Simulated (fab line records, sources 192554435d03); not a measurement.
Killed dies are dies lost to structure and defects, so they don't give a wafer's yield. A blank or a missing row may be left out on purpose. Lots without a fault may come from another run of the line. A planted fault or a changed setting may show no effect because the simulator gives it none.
fab line records | flow n5_finfet
record lots=21 wafers=63 last_day=19
route steps=1938 shown HKMG_FIN@447 GATE_CUT@469
lots that met no fault: from a run of the same line without faults
start_h: hours from the record's first day to the start of the lot's first wafer shown | wait_h: hours since the lot's step before | " the same as in the row above | L1.1+2: a row that stands for several wafers | - no value, or no start given | * or withheld: withheld | < > ~ a bound
route shown NAME@n: a module of which the file shows steps, and the number in the route of the first | usual: mean/standard deviation of fault-free wafers | same: alike in all rows | chamber/n: place in a boat | sites: the reading at each site | _std_site: their standard deviation | _edge_site: outer sites' mean less inner sites' | radius_mm: how far each site lies from the wafer's centre | mask NAME#n: copy n | behind: the tool/chamber that last shaped the wafer | hold: why the lot was held/for how many hours/how that ended | device: the transistor (n, p or np) that didn't switch | end of line: the same wafers' tests at the end of the route | a step without rows: its recipe alone | killed: dies lost to structure and defects at the first sort, not the wafer's yield | map: a wafer's dies, x killed, . not, _ none there
set.NAME: the setting as run; set.NAME@STEP: as run at that earlier step | model.NAME: the simulator's own value behind a step, which no gauge read
steps of the route over a sample of lots; a table a step, a row a wafer
services: from which hour (start_h, from the record's first day; less than 0 if before it) a tool's chamber was out of use, for how many hours, and why
## steps
# step N5_HKMG_FIN_STRIP_88
# recipe chemistry=N2/H2 power_w=2500 temp_c=300 h2_frac=0.65 time_s=360 pressure_mtorr=withheld n2_flow_sccm=1750 h2_flow_sccm=3250
# usual drypump_motor_current_A=5.5/0.45 heater_power_w=493/18 temp_c=299.97/0.16
# columns lot.wafer tool chamber start_h wait_h drypump_motor_current_A heater_power_w rf_hours_counter_h temp_c
L074.1 plasma_asher-01 1 81.64 0.0 5.8 465 35 300.17
L074.3 " 1 " " 5.8 489 - 300.08
L074.5 " 1 " " 5.8 476 - 300.04
L075.2 plasma_asher-01 0 87.16 0.0 5.0 504 37 300.22
L075.4 " 1 " " 5.8 475 - 299.77
L075.5 " 1 " " 5.8 467 - 300.03
L076.3 plasma_asher-02 0 88.70 0.1 5.3 509 - 299.93
L076.4 " 1 " " 6.1 503 - 300.03
L076.6 " 0 " " 5.3 519 - 299.80
L078.1 plasma_asher-02 1 101.32 0.0 6.1 521 90 300.11
L078.3 " 1 " " 6.1 506 - 300.01
L078.5 " 1 " " 6.1 506 - 300.04
L079.1 plasma_asher-01 0 108.08 0.0 5.0 510 40 299.80
L079.2 " 1 " " 5.8 461 40 299.83
L079.6 " 0 " " 5.0 504 - 299.93
L080.2 plasma_asher-02 1 112.13 0.0 6.1 505 93 300.12
L080.3 " 0 " " 5.3 504 - 300.01
L080.4 " 1 " " 6.1 505 - 300.12
L082.2 plasma_asher-01 0 124.20 0.0 5.0 501 43 299.71
L082.3 " 0 " " 5.0 520 - 299.73
L082.4 " 1 " " 5.8 465 - 300.04
L081.2 plasma_asher-02 0 124.53 0.0 5.2 500 95 299.84
L081.3 " 0 " " 5.3 501 - 299.75
L081.5 " 0 " " 5.3 495 - 299.89
L083.1 plasma_asher-02 1 129.83 0.0 6.2 530 96 300.21
L083.2 " 0 " " 5.3 501 96 299.99
L083.4 " 0 " " 5.2 495 - 300.27
L084.1 plasma_asher-01 0 136.28 0.0 5.0 500 46 299.91
L084.2 " 1 " " 5.8 464 46 299.94
L084.4 " 0 " " 5.0 517 - 300.04
L085.2 plasma_asher-01 1 147.66 0.0 5.8 462 48 300.09
L085.4 " 1 " " 5.8 469 - 299.96
L085.6 " 1 " " 5.8 473 - 300.04
L086.3 plasma_asher-02 1 159.61 0.1 6.1 520 - 299.92
L086.4 " 0 " " 5.3 498 - 300.03
L086.5 " 1 " " 6.1 504 - 299.87
L087.1 plasma_asher-01 0 162.33 0.0 5.0 496 50 300.01
L087.2 " 1 " " 5.8 462 50 299.78
L087.3 " 1 " " 5.8 465 - 299.71
L088.2 plasma_asher-02 1 166.08 0.0 6.1 505 103 300.03
L088.3 " 1 " " 6.1 504 - 299.88
L088.5 " 1 " " 6.1 504 - 300.01
L089.3 plasma_asher-01 1 170.29 0.1 5.8 490 - 300.13
L089.5 " 1 " " 5.8 470 - 300.03
L089.6 " 0 " " 5.0 507 - 299.71
L091.1 plasma_asher-01 0 185.41 0.0 5.0 498 56 299.91
L091.2 " 1 " " 5.8 474 56 300.30
L091.3 " 0 " " 5.0 518 - 299.88
L093.2 plasma_asher-02 1 195.07 0.0 6.1 499 108 299.90
L093.3 " 1 " " 6.1 511 - 300.04
L093.6 " 0 " " 5.3 515 - 299.67
L094.3 plasma_asher-01 1 202.57 0.1 5.8 468 - 299.89
L094.4 " 0 " " 5.0 506 - 300.09
L094.5 " 0 " " 5.0 496 - 299.55
L095.2 plasma_asher-01 1 206.07 0.1 5.8 470 60 299.80
L095.5 " 1 " " 5.8 471 - 300.16
L095.6 " 0 " " 5.0 494 - 299.98
L096.1 plasma_asher-01 1 210.04 0.0 5.8 472 62 300.03
L096.4 " 1 " " 5.8 458 - 300.03
L096.5 " 0 " " 5.0 505 - 300.01
L097.1 plasma_asher-02 1 226.09 0.0 6.2 496 114 299.88
L097.3 " 1 " " 6.1 502 - 299.77
L097.6 " 1 " " 6.1 501 - 299.67
# step N5_HKMG_FIN_ALD_71
# recipe material=TiN target_thk_a=10 temp_c=400 ald_precursor_family=TiCl4 ald_co_reactant=NH3 pulse_time_s=1 purge_time_s=3 co_reactant_purge_time_s=2 co_reactant_pulse_time_s=2 ald_cycles=47 pressure_torr=3
# usual heater_power_outer_w=529/63 heater_power_w=873/98 precursor_pulse_height_rel=1.001/0.02
# columns lot.wafer tool chamber start_h wait_h heater_power_outer_w heater_power_w precursor_pulse_height_rel
L074.1 ald_metal-04 0 82.12 0.0 556 932 1.021
L074.3 " 2 " " 437 707 1.020
L074.5 " 0 " " 536 945 1.000
L075.2 ald_metal-04 1 87.64 0.0 606 947 0.998
L075.4 " 3 " " 469 750 0.989
L075.5 " 0 " " 553 945 0.984
L076.3 ald_metal-04 3 89.07 0.0 461 748 0.990
L076.4 " 1 " " 600 972 0.991
L076.6 " 0 " " 537 943 0.999
L078.1 ald_metal-04 0 101.80 0.0 539 938 0.957
L078.3 " 1 " " 604 951 0.993
L078.5 " 0 " " 550 912 0.973
L079.1 ald_metal-03 2 108.57 0.0 561 936 0.987
L079.2 " 1 " " 546 936 0.984
L079.6 " 0 " " 432 763 1.031
L080.2 ald_metal-04 1 112.61 0.0 623 970 0.989
L080.3 " 0 " " 540 933 0.999
L080.4 " 1 " " 626 919 0.977
L082.2 ald_metal-03 1 124.68 0.0 534 987 1.002
L082.3 " 3 " " 500 866 1.016
L082.4 " 0 " " 427 769 0.987
L081.2 ald_metal-02 1 125.01 0.0 499 788 0.963
L081.3 " 2 " " 642 1061 1.006
L081.5 " 3 " " 527 788 1.010
L083.1 ald_metal-02 2 130.32 0.0 661 1051 0.995
L083.2 " 1 " " 490 792 1.012
L083.4 " 0 " " 545 865 0.993
L084.1 ald_metal-04 1 136.77 0.0 614 962 0.968
L084.2 " 3 " " 461 753 0.976
L084.4 " 2 " " 431 720 1.014
L085.2 ald_metal-03 2 148.14 0.0 565 979 1.012
L085.4 " 3 " " 511 825 0.994
L085.6 " 0 " " 426 766 1.036
L086.3 ald_metal-03 1 159.97 0.0 540 1000 0.988
L086.4 " 3 " " 510 841 1.018
L086.5 " 0 " " 429 754 0.961
L087.1 ald_metal-02 0 162.82 0.0 535 887 1.023
L087.2 " 1 " " 494 819 1.018
L087.3 " 2 " " 671 1049 0.994
L088.2 ald_metal-04 2 166.56 0.0 442 714 1.034
L088.3 " 3 " " 465 736 1.023
L088.5 " 1 " " 606 925 0.979
L089.3 ald_metal-03 2 170.66 0.0 563 909 0.999
L089.5 " 0 " " 438 765 0.994
L089.6 " 3 " " 524 826 1.030
L091.1 ald_metal-03 1 185.89 0.0 528 978 1.002
L091.2 " 3 " " 503 845 1.013
L091.3 " 2 " " 566 954 0.977
L093.2 ald_metal-02 3 195.55 0.0 514 783 1.013
L093.3 " 2 " " 652 1066 1.031
L093.6 " 0 " " 543 901 1.012
L094.3 ald_metal-03 0 202.94 0.0 430 746 0.990
L094.4 " 2 " " 550 934 1.027
L094.5 " 1 " " 528 999 0.995
L095.2 ald_metal-03 3 206.56 0.0 502 842 0.977
L095.5 " 0 " " 430 766 0.985
L095.6 " 1 " " 532 994 0.966
L096.1 ald_metal-04 1 210.52 0.0 614 946 0.995
L096.4 " 0 " " 546 947 0.998
L096.5 " 0 " " 553 933 1.009
L097.1 ald_metal-03 0 226.58 0.0 437 756 0.997
L097.3 " 2 " " 566 956 1.036
L097.6 " 3 " " 508 834 1.003
# step N5_HKMG_FIN_ETCH_67
# recipe chemistry=N2/H2 target=SOC target_depth_a=3889 stop_on=TiN ion_energy_ev=100 bias_w=61 pressure_mtorr=30 source_w=850 n2_flow_sccm=200 h2_flow_sccm=200
# usual drypump_motor_current_A=5.9/0.42 oes_product_au=0.81/0.087 rf_vpp_V=240.8/1.6 showerhead_plenum_p_Torr=2.54/0.11 throttle_valve_pct=17.80/0.24
# columns lot.wafer tool chamber start_h wait_h drypump_motor_current_A oes_product_au rf_hours_counter_h rf_vpp_V showerhead_plenum_p_Torr throttle_valve_pct
L074.1 rie_diel-02 3 82.46 - 6.4 0.95 6 242.2 2.62 17.86
L074.3 " 2 " " 6.0 0.82 88 243.0 2.67 17.58
L074.5 " 0 " " 6.4 0.75 - 239.1 2.45 17.98
L075.2 rie_diel-04 3 87.98 - 5.3 0.92 12 239.6 2.49 17.33
L075.4 " 2 " " 6.3 0.73 - 240.0 2.42 18.16
L075.5 " 1 " " 6.3 0.92 - 241.8 2.60 17.70
L076.3 rie_diel-03 0 89.41 - 5.7 0.71 206 240.2 2.40 17.93
L076.4 " 3 " " 5.4 0.92 6 242.2 2.72 17.49
L076.6 " 1 " " 5.9 0.89 - 242.2 2.58 17.79
L078.1 rie_diel-03 1 102.20 - 5.9 0.88 22 241.8 2.58 17.78
L078.3 " 2 " " 5.1 0.73 167 239.5 2.55 17.97
L078.5 " 0 " " 5.7 0.71 - 240.6 2.40 17.93
L079.1 rie_diel-03 3 109.03 - 5.5 0.90 14 242.6 2.72 17.51
L079.2 " 1 " " 5.9 0.88 25 242.5 2.58 17.78
L079.6 " 1 " " 5.9 0.87 - 242.6 2.58 17.81
L080.2 rie_diel-02 3 113.01 - 6.3 0.92 17 241.3 2.61 17.88
L080.3 " 0 " " 6.4 0.74 151 239.3 2.45 18.00
L080.4 " 2 " " 6.0 0.81 99 241.8 2.67 17.59
L082.2 rie_diel-02 2 125.10 - 6.0 0.80 102 243.9 2.67 17.60
L082.3 " 1 " " 6.2 0.69 247 238.7 2.41 18.00
L082.4 " 0 " " 6.4 0.73 154 240.4 2.44 18.00
L081.2 rie_diel-03 3 125.43 - 5.4 0.89 22 243.7 2.71 17.51
L081.3 " 2 " " 5.1 0.73 174 239.9 2.55 18.00
L081.5 " 3 " " 5.5 0.89 - 243.5 2.71 17.52
L083.1 rie_diel-02 0 130.66 - 6.4 0.73 157 239.0 2.44 18.01
L083.2 " 2 " " 6.0 0.80 105 242.2 2.67 17.63
L083.4 " 1 " " 6.2 0.69 249 239.5 2.41 18.01
L084.1 rie_diel-04 1 137.21 - 6.3 0.88 40 241.1 2.59 17.72
L084.2 " 0 " " 6.3 0.95 11 240.0 2.48 17.39
L084.4 " 3 " " 5.3 0.88 31 239.2 2.48 17.39
L085.2 rie_diel-03 3 148.50 - 5.4 0.87 29 241.9 2.71 17.53
L085.4 " 0 " " 5.7 0.71 222 238.6 2.39 17.95
L085.6 " 2 " " 5.1 0.72 - 239.2 2.55 18.01
L086.3 rie_diel-03 2 160.46 - 5.1 0.70 186 239.9 2.54 18.02
L086.4 " 1 " " 5.9 0.86 44 241.5 2.57 17.83
L086.5 " 0 " " 5.7 0.71 - 240.1 2.39 17.97
L087.1 rie_diel-03 0 163.29 - 5.7 0.70 229 237.7 2.39 17.96
L087.2 " 2 " " 5.1 0.70 188 241.4 2.54 18.00
L087.3 " 1 " " 5.9 0.85 46 241.7 2.57 17.83
L088.2 rie_diel-03 0 167.20 - 5.7 0.69 231 237.5 2.39 17.97
L088.3 " 3 " " 5.4 0.86 38 244.3 2.70 17.55
L088.5 " 0 " " 5.7 0.70 - 237.6 2.39 17.96
L089.3 rie_diel-02 3 171.16 - 6.3 0.87 43 240.1 2.60 17.91
L089.5 " 0 " " 6.4 0.72 - 240.0 2.43 18.05
L089.6 " 2 " " 6.0 0.78 - 241.7 2.66 17.65
L091.1 rie_diel-03 0 186.27 - 5.7 0.70 239 238.4 2.39 17.98
L091.2 " 2 " " 5.1 0.70 201 240.3 2.54 18.02
L091.3 " 3 " " 5.4 0.84 48 243.1 2.70 17.57
L093.2 rie_diel-04 0 195.89 - 6.3 0.93 17 240.5 2.48 17.40
L093.3 " 2 " " 6.3 0.70 207 238.4 2.41 18.21
L093.6 " 1 " " 6.3 0.88 - 241.9 2.59 17.71
L094.3 rie_diel-03 3 203.27 - 5.4 0.83 55 242.9 2.70 17.57
L094.4 " 2 " " 5.1 0.69 209 240.0 2.54 18.04
L094.5 " 0 " " 5.7 0.69 - 239.0 2.38 18.00
L095.2 rie_diel-04 3 206.91 - 5.3 0.87 40 240.4 2.48 17.40
L095.5 " 0 " " 6.3 0.92 - 239.0 2.48 17.40
L095.6 " 3 " " 5.3 0.87 - 240.3 2.47 17.41
L096.1 rie_diel-04 2 210.94 - 6.3 0.70 213 240.0 2.41 18.23
L096.4 " 0 " " 6.2 0.91 22 240.7 2.48 17.41
L096.5 " 1 " " 6.3 0.87 - 241.2 2.58 17.74
L097.1 rie_diel-02 3 227.04 - 6.3 0.86 57 242.5 2.60 17.93
L097.3 " 0 " " 6.4 0.70 206 238.9 2.42 18.10
L097.6 " 2 " " 6.0 0.76 - 242.6 2.65 17.71
# step N5_GATE_CUT_ETCH_58
# recipe chemistry=CH3F/O2 target=SiNx target_depth_a=170 time_s=128.6 ion_energy_ev=50 pressure_mtorr=30 source_w=415 bias_w=21 Ar_flow_sccm=150 CH3F_flow_sccm=30 O2_flow_sccm=20
# usual O2_flow_sccm=20.01/0.058 drypump_motor_current_A=5.7/0.72 oes_product_au=0.76/0.072 rf_vpp_V=99.1/0.9 showerhead_plenum_p_Torr=2.01/0.069 throttle_valve_pct=16.44/0.21
# columns lot.wafer tool chamber start_h wait_h O2_flow_sccm drypump_motor_current_A oes_product_au rf_hours_counter_h rf_vpp_V showerhead_plenum_p_Torr throttle_valve_pct
L074.1 rie_diel-05 0 84.83 0.1 20.00 6.7 0.72 170 98.1 1.92 16.70
L074.3 " 1 " " 20.03 6.7 0.76 126 99.1 1.94 16.47
L074.5 " 0 " " 19.90 6.7 0.74 - 98.0 1.92 16.71
L075.2 rie_diel-01 3 90.85 0.6 19.99 4.7 0.73 199 99.3 1.98 16.58
L075.4 " 0 " " 19.99 5.0 0.79 131 99.1 2.08 16.48
L075.5 " 0 " " 20.01 5.0 0.79 - 99.1 2.08 16.48
L076.3 rie_diel-05 2 91.82 0.1 20.03 5.3 0.71 182 99.2 2.08 16.40
L076.4 " 3 " " 19.97 4.9 0.65 249 98.1 1.88 16.66
L076.6 " 0 " " 20.00 6.7 0.72 - 98.7 1.92 16.74
L078.1 rie_diel-06 2 105.47 0.0 19.98 6.5 0.68 243 98.6 1.98 16.40
L078.3 " 0 " " 20.00 6.4 0.85 50 99.7 2.11 15.96
L078.5 " 2 " " 19.91 6.5 0.69 - 99.4 1.98 16.40
L079.1 rie_diel-05 0 111.46 0.0 19.99 6.7 0.73 180 99.2 1.92 16.72
L079.2 " 1 " " 19.98 6.7 0.75 136 99.7 1.94 16.50
L079.6 " 0 " " 20.01 6.7 0.72 - 99.0 1.92 16.74
L080.2 rie_diel-01 2 115.34 0.0 20.07 5.6 0.79 130 99.3 2.01 16.51
L080.3 " 1 " " 20.04 5.2 0.71 206 98.8 2.07 16.34
L080.4 " 3 " " 19.99 4.7 0.73 206 99.5 1.98 16.60
L082.2 rie_diel-05 3 127.41 0.0 19.93 4.9 0.98 1 99.7 2.13 16.19
L082.3 " 1 " " 19.97 6.7 0.74 141 99.5 1.94 16.51
L082.4 " 0 " " 19.96 6.7 0.72 185 96.3 1.92 16.73
L081.2 rie_diel-05 3 127.90 0.2 19.98 4.9 0.98 1 99.1 2.13 16.18
L081.3 " 0 " " 19.94 6.7 0.72 185 98.1 1.92 16.74
L081.5 " 3 " " 19.95 4.9 0.98 - 99.1 2.13 16.19
L083.1 rie_diel-01 2 133.04 0.1 19.90 5.5 0.78 134 99.1 2.01 16.53
L083.2 " 3 " " 20.01 4.7 0.72 210 97.8 1.98 16.61
L083.4 " 1 " " 19.97 5.2 0.70 210 99.2 2.07 16.35
L084.1 rie_diel-05 3 139.53 0.0 19.97 4.9 0.97 6 100.2 2.12 16.19
L084.2 " 1 " " 20.08 6.7 0.75 146 99.1 1.94 16.51
L084.4 " 0 " " 20.04 6.7 0.72 191 97.5 1.91 16.75
L085.2 rie_diel-05 2 150.83 0.0 20.06 5.3 0.71 201 99.9 2.07 16.43
L085.4 " 0 " " 20.11 6.7 0.72 193 98.1 1.91 16.76
L085.6 " 0 " " 20.13 6.7 0.70 - 98.2 1.91 16.78
L086.3 rie_diel-01 2 162.80 0.0 19.94 5.6 0.78 144 97.9 2.01 16.57
L086.4 " 3 " " 20.02 4.7 0.72 219 98.4 1.98 16.61
L086.5 " 0 " " 20.08 5.0 0.77 - 99.6 2.08 16.54
L087.1 rie_diel-06 1 165.60 0.0 19.99 5.4 0.71 186 99.0 1.98 16.41
L087.2 " 3 " " 20.04 5.4 0.75 175 97.4 2.00 16.44
L087.3 " 0 " " 20.04 6.3 0.82 71 100.5 2.10 16.01
L088.2 rie_diel-01 2 169.59 0.1 20.10 5.5 0.76 145 99.5 2.01 16.56
L088.3 " 3 " " 20.06 4.7 0.71 221 97.4 1.98 16.63
L088.5 " 3 " " 19.87 4.7 0.71 - 99.5 1.98 16.61
L089.3 rie_diel-01 2 173.54 0.0 20.11 5.5 0.77 147 100.5 2.01 16.56
L089.5 " 2 " " 20.08 5.5 0.77 - 98.9 2.01 16.59
L089.6 " 1 " " 20.00 5.2 0.70 - 97.7 2.07 16.37
L091.1 rie_diel-05 0 188.59 0.0 19.96 6.7 0.70 208 97.7 1.91 16.78
L091.2 " 3 " " 20.06 5.0 0.90 22 99.1 2.12 16.20
L091.3 " 1 " " 20.06 6.7 0.72 164 99.6 1.93 16.56
L093.2 rie_diel-01 1 198.30 0.0 20.15 5.2 0.68 234 99.9 2.06 16.39
L093.3 " 3 " " 20.01 4.7 0.70 232 97.8 1.97 16.63
L093.6 " 0 " " 20.07 5.0 0.76 - 100.5 2.07 16.55
L094.3 rie_diel-06 3 205.59 0.0 20.10 5.4 0.74 179 99.1 2.00 16.46
L094.4 " 0 " " 19.95 6.3 0.83 75 99.4 2.10 16.02
L094.5 " 2 " " 19.96 6.5 0.92 - 97.6 1.97 15.96
L095.2 rie_diel-06 0 209.23 0.0 20.07 6.4 0.83 76 99.8 2.10 16.03
L095.5 " 2 " " 19.95 6.5 0.92 - 99.1 1.97 15.97
L095.6 " 3 " " 20.09 5.4 0.74 - 98.6 2.00 16.47
L096.1 rie_diel-06 3 213.56 0.4 20.03 5.4 0.74 181 99.6 2.00 16.48
L096.4 " 2 " " 19.93 6.5 0.91 11 98.3 1.97 15.96
L096.5 " 0 " " 20.02 6.4 0.81 - 99.5 2.10 16.02
L097.1 rie_diel-05 0 229.63 0.1 20.04 6.7 0.68 222 98.3 1.90 16.82
L097.3 " 1 " " 19.89 6.7 0.72 178 97.8 1.93 16.59
L097.6 " 3 " " 20.01 4.9 0.88 - 99.4 2.11 16.24
# step N5_GATE_CUT_OVL_MEAS_14
# recipe points_per_wafer=522
# usual GATE_CUT_OVL=-0.1/0.73
# same points_per_wafer=522
# columns lot.wafer tool chamber start_h wait_h GATE_CUT_OVL[nm]
L074.1 overlay-02 0 88.12 0.0 1.7
L074.3 " 0 " " 0.6
L074.5 " 0 " " 0.9
L075.2 overlay-02 0 94.14 0.0 0.8
L075.4 " 0 " " 0.8
L075.5 " 0 " " -0.7
L076.3 overlay-02 0 95.11 0.0 0.3
L076.4 " 0 " " 0.0
L076.6 " 0 " " 0.0
L078.1 overlay-02 0 108.76 0.0 -1.5
L078.3 " 0 " " -1.3
L078.5 " 0 " " -0.7
L079.1 overlay-02 0 114.76 0.0 0.1
L079.2 " 0 " " 0.9
L079.6 " 0 " " -0.4
L080.2 overlay-02 0 120.22 0.0 -0.4
L080.3 " 0 " " -0.3
L080.4 " 0 " " -0.9
L082.2 overlay-01 0 130.83 0.0 -0.5
L082.3 " 0 " " -1.3
L082.4 " 0 " " -1.2
L081.2 overlay-01 0 131.18 0.0 -0.6
L081.3 " 0 " " -0.1
L081.5 " 0 " " -1.5
L083.1 overlay-02 0 136.44 0.0 0.1
L083.2 " 0 " " -0.2
L083.4 " 0 " " 0.2
L084.1 overlay-01 0 142.93 0.0 -0.6
L084.2 " 0 " " 0.0
L084.4 " 0 " " 0.2
L085.2 overlay-02 0 154.28 0.0 -0.8
L085.4 " 0 " " -1.2
L085.6 " 0 " " -2.8
L086.3 overlay-01 0 166.23 0.0 -0.4
L086.4 " 0 " " 0.4
L086.5 " 0 " " -0.7
L087.1 overlay-01 0 168.88 0.0 1.3
L087.2 " 0 " " 0.3
L087.3 " 0 " " 0.3
L088.2 overlay-01 0 172.88 0.0 0.8
L088.3 " 0 " " -0.3
L088.5 " 0 " " -0.9
L089.3 overlay-01 0 176.84 0.0 0.8
L089.5 " 0 " " -0.6
L089.6 " 0 " " 0.7
L091.1 overlay-01 0 192.13 0.0 0.0
L091.2 " 0 " " 0.0
L091.3 " 0 " " 0.8
L093.2 overlay-01 0 201.73 0.0 0.3
L093.3 " 0 " " 1.3
L093.6 " 0 " " 0.6
L094.3 overlay-01 0 209.02 0.0 -0.5
L094.4 " 0 " " -0.6
L094.5 " 0 " " 0.1
L095.2 overlay-02 0 212.92 0.0 -0.6
L095.5 " 0 " " -1.0
L095.6 " 0 " " -0.4
L096.1 overlay-01 0 217.16 0.0 -0.5
L096.4 " 0 " " -0.1
L096.5 " 0 " " -0.7
L097.1 overlay-01 0 232.94 0.0 0.6
L097.3 " 0 " " 0.7
L097.6 " 0 " " 0.2
# step N5_GATE_CUT_HM_OPEN_40
# recipe chemistry=C4F6/O2 target=SiO2 mask_material=SiARC target_depth_a=1390 time_s=85.1 ion_energy_ev=250 pressure_mtorr=30 source_w=345 bias_w=185 Ar_flow_sccm=300 C4F6_flow_sccm=10 O2_flow_sccm=10 ends=cleared
# usual O2_flow_sccm=9.998/0.028 drypump_motor_current_A=5.9/0.74 etch_rf_on_time_s=94.9/1.9 oes_ar_750_au=0.76/0.076 oes_product_au=0.69/0.072 rf_vpp_V=664/11 showerhead_plenum_p_Torr=2.85/0.1 throttle_valve_pct=21.10/0.24
# columns lot.wafer tool chamber start_h wait_h O2_flow_sccm drypump_motor_current_A etch_rf_on_time_s oes_ar_750_au oes_product_au rf_hours_counter_h rf_vpp_V showerhead_plenum_p_Torr throttle_valve_pct
L074.1 rie_diel-05 3 88.37 0.0 10.013 4.9 93.3 0.66 0.60 248 650 2.68 21.23
L074.3 " 2 " " 10.005 5.3 95.2 0.72 0.65 180 667 2.96 21.01
L074.5 " 1 " " 10.020 6.7 97.0 0.77 0.68 - 649 2.77 21.18
L075.2 rie_diel-05 2 94.39 0.0 9.994 5.3 95.8 0.72 0.65 183 667 2.96 21.03
L075.4 " 0 " " 10.024 6.7 95.1 0.73 0.65 - 672 2.74 21.41
L075.5 " 2 " " 10.020 5.3 97.1 0.72 0.65 - 667 2.96 21.02
L076.3 rie_diel-06 3 95.36 0.0 9.952 5.4 93.0 0.77 0.70 150 657 2.86 21.10
L076.4 " 2 " " 9.987 6.5 98.9 0.69 0.61 241 659 2.82 20.99
L076.6 " 3 " " 9.964 5.4 94.3 0.77 0.68 - 657 2.87 21.09
L078.1 rie_diel-05 0 109.10 0.0 9.979 6.7 93.8 0.73 0.64 180 673 2.74 21.41
L078.3 " 2 " " 9.964 5.3 95.3 0.72 0.64 189 667 2.95 21.04
L078.5 " 2 " " 10.012 5.3 96.4 0.72 0.65 - 666 2.95 21.05
L079.1 rie_diel-06 2 115.18 0.0 9.973 6.5 96.6 0.69 0.61 246 659 2.82 21.00
L079.2 " 0 " " 10.033 6.4 93.1 0.85 0.77 53 658 2.99 20.56
L079.6 " 3 " " 9.944 5.5 94.0 0.77 0.69 - 658 2.86 21.09
L080.2 rie_diel-05 0 120.47 0.0 10.015 6.7 91.3 0.72 0.65 184 673 2.73 21.41
L080.3 " 2 " " 9.970 5.3 93.3 0.72 0.64 193 667 2.95 21.03
L080.4 " 0 " " 9.986 6.7 92.9 0.72 0.65 - 672 2.73 21.41
L082.2 rie_diel-05 1 131.08 0.0 9.965 6.7 95.4 0.76 0.67 142 648 2.77 21.21
L082.3 " 3 " " 9.963 4.9 95.8 0.97 0.88 2 659 3.02 20.85
L082.4 " 0 " " 10.030 6.7 93.6 0.72 0.65 186 674 2.73 21.42
L081.2 rie_diel-05 0 131.86 0.0 9.978 6.7 93.1 0.72 0.64 187 671 2.73 21.42
L081.3 " 2 " " 10.008 5.3 95.8 0.71 0.64 195 666 2.95 21.04
L081.5 " 0 " " 9.968 6.7 94.3 0.72 0.65 - 672 2.73 21.41
L083.1 rie_diel-05 2 136.71 0.0 10.008 5.3 95.4 0.71 0.64 198 668 2.95 21.06
L083.2 " 3 " " 9.984 4.9 95.3 0.96 0.87 5 660 3.02 20.86
L083.4 " 0 " " 10.011 6.7 97.0 0.71 0.63 189 672 2.73 21.41
L084.1 rie_diel-06 3 143.19 0.0 9.999 5.5 91.6 0.76 0.67 167 658 2.86 21.12
L084.2 " 0 " " 10.020 6.4 93.9 0.84 0.75 63 657 2.98 20.57
L084.4 " 3 " " 10.007 5.5 93.3 0.76 0.68 - 659 2.86 21.11
L085.2 rie_diel-01 2 154.53 0.0 10.038 5.5 93.0 0.76 0.70 141 688 2.86 21.19
L085.4 " 1 " " 10.007 5.2 92.4 0.71 0.64 218 674 2.94 20.94
L085.6 " 0 " " 10.052 5.1 94.3 0.77 0.70 - 692 2.95 21.10
L086.3 rie_diel-05 2 166.47 0.0 9.977 5.3 95.5 0.70 0.63 205 666 2.95 21.04
L086.4 " 1 " " 10.052 6.7 97.0 0.75 0.66 154 647 2.76 21.22
L086.5 " 2 " " 9.997 5.3 93.7 0.70 0.65 - 667 2.95 21.04
L087.1 rie_diel-05 0 169.20 0.0 9.979 6.7 94.7 0.71 0.63 200 672 2.73 21.44
L087.2 " 1 " " 9.972 6.7 95.4 0.74 0.66 155 649 2.76 21.24
L087.3 " 3 " " 9.990 4.9 93.4 0.93 0.84 14 659 3.01 20.87
L088.2 rie_diel-05 3 173.13 0.0 9.995 4.9 93.8 0.93 0.84 16 659 3.01 20.85
L088.3 " 0 " " 9.950 6.7 92.2 0.71 0.64 202 671 2.73 21.44
L088.5 " 0 " " 9.995 6.7 95.5 0.71 0.63 - 671 2.73 21.43
L089.3 rie_diel-05 1 177.08 0.0 9.993 6.7 96.3 0.74 0.66 159 650 2.76 21.23
L089.5 " 3 " " 9.996 4.9 95.1 0.93 0.83 - 660 3.01 20.88
L089.6 " 1 " " 10.023 6.7 97.4 0.75 0.66 - 649 2.76 21.24
L091.1 rie_diel-05 0 193.38 0.0 9.967 6.7 95.3 0.70 0.62 210 671 2.72 21.45
L091.2 " 1 " " 10.011 6.7 97.1 0.74 0.64 166 650 2.76 21.25
L091.3 " 2 " " 10.018 5.3 94.9 0.70 0.63 210 667 2.95 21.06
L093.2 rie_diel-05 1 202.40 0.0 9.958 6.7 97.1 0.74 0.65 170 648 2.75 21.26
L093.3 " 3 " " 9.985 4.9 95.7 0.90 0.81 27 659 3.01 20.88
L093.6 " 0 " " 10.019 6.7 94.5 0.70 0.63 - 673 2.72 21.45
L094.3 rie_diel-01 0 209.27 0.0 10.011 5.0 95.2 0.75 0.68 168 694 2.94 21.17
L094.4 " 1 " " 9.984 5.2 95.5 0.69 0.62 236 673 2.93 20.98
L094.5 " 0 " " 10.025 5.0 97.3 0.75 0.67 - 694 2.94 21.16
L095.2 rie_diel-06 0 213.23 0.0 9.982 6.4 93.3 0.82 0.74 77 657 2.98 20.59
L095.5 " 1 " " 10.013 5.4 98.3 0.71 0.64 - 667 2.82 20.95
L095.6 " 0 " " 9.945 6.4 96.1 0.82 0.74 - 657 2.97 20.60
L096.1 rie_diel-06 0 217.43 0.0 9.995 6.4 91.4 0.82 0.74 79 657 2.97 20.60
L096.4 " 2 " " 10.009 6.5 92.0 0.90 0.82 - 659 2.81 20.66
L096.5 " 1 " " 10.010 5.4 97.6 0.71 0.64 - 667 2.82 20.97
L097.1 rie_diel-05 0 233.20 0.0 9.991 6.7 92.9 0.70 0.62 224 672 2.72 21.46
L097.3 " 3 " " 9.978 4.9 92.5 0.88 0.79 37 658 3.00 20.90
L097.6 " 0 " " 10.016 6.7 93.1 0.69 0.62 - 670 2.72 21.47
## services
# columns tool chamber start_h hours kind
rie_diel-05 - 61.74 0.4 repair
ald_metal-02 - 65.37 0.5 repair
ald_metal-02 - 68.61 14.6 pm
rie_diel-06 - 78.44 14.6 pm
ald_metal-03 3 79.87 6.0 repair
ald_metal-04 2 87.83 31.6 repair
rie_diel-05 3 93.56 - clean
rie_diel-04 1 98.25 7.9 repair
rie_diel-04 - 101.94 0.2 repair
rie_diel-03 2 103.38 6.4 repair
rie_diel-03 0 107.48 11.9 repair
rie_diel-04 0 111.02 1.2 repair
plasma_asher-01 - 121.47 0.7 repair
plasma_asher-01 - 129.22 2.8 pm
rie_diel-04 - 153.03 28.1 pm
ald_metal-04 2 159.14 6.5 repair
ald_metal-03 - 161.14 1.1 repair
rie_diel-02 1 162.01 21.4 repair
rie_diel-05 2 167.42 14.2 repair
rie_diel-06 - 168.33 28.1 pm
ald_metal-04 2 176.51 6.2 repair
rie_diel-02 3 179.16 26.0 repair
rie_diel-04 - 181.13 14.6 pm
ald_metal-02 0 184.41 9.5 repair
## key
fault none
